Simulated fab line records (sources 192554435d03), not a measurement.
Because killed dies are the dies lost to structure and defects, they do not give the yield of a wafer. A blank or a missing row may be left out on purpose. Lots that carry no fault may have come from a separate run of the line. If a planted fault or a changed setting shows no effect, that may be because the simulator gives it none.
Chamber matching -- flow n5 finfet -- N5_BEOL_M7_CURE_74 on uv cure-03: 3 sister chambers
The step cures SiCOH lowk, time 240 s. 6 wafers are shown with their chamber, then 12 later ones without.

## WAFERS PAIRED WITH THEIR CHAMBERS
wafer,chamber,wafer_temp_C_max,lamp power pct (%)
L087.4,1,387.6,52.34
L087.6,1,387.1,52.23
L090.4,2,386.7,52.27
L090.5,2,386.1,52.40
L093.5,0,387.7,52.28
L093.6,0,387.2,52.29

## WAFERS WITH NO CHAMBER GIVEN
wafer,wafer_temp_C_max,lamp power pct (%)
L079.1,388.2,52.29
L079.2,387.6,52.23
L079.6,387.8,52.22
L097.1,385.8,52.33
L097.2,386.3,52.43
L097.6,386.5,52.34
L094.1,386.3,52.32
L094.2,386.0,52.34
L094.6,387.0,52.28
L095.1,387.4,52.33
L095.4,386.9,52.26
L095.6,387.7,52.29

## EACH ONE'S CHAMBER
wafer,from the rows above,in truth
L079.1,can't be placed: 0 or 1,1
L079.2,can't be placed: 0 or 1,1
L079.6,can't be placed: 0 or 1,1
L097.1,2,2
L097.2,2,2
L097.6,2,2
L094.1,2,2
L094.2,2,2
L094.6,can't be placed: 1 or 0 or 2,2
L095.1,can't be placed: 1 or 0 or 2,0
L095.4,can't be placed: 1 or 0 or 2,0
L095.6,can't be placed: 0 or 1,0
Placed correctly: 5 of 12. From these rows, 7 cannot be placed; in 7 the true chamber is one of the candidates. Wrongly placed: 0.
How it was worked out, from the rows above alone: a wafer's distance from a chamber is the root of the sum, over the readings, of the square of ((its reading less the chamber's mean) divided by the reading's scatter). If the next closest chamber is less than 2 further off than the closest, the wafer can't be placed; otherwise it belongs to the closest. For every chamber, the mean is computed from those of its wafers that are shown. The scatter: the root of (the sum of the squares of (reading less its chamber's mean) over the shown wafers, divided by (wafers less chambers)).
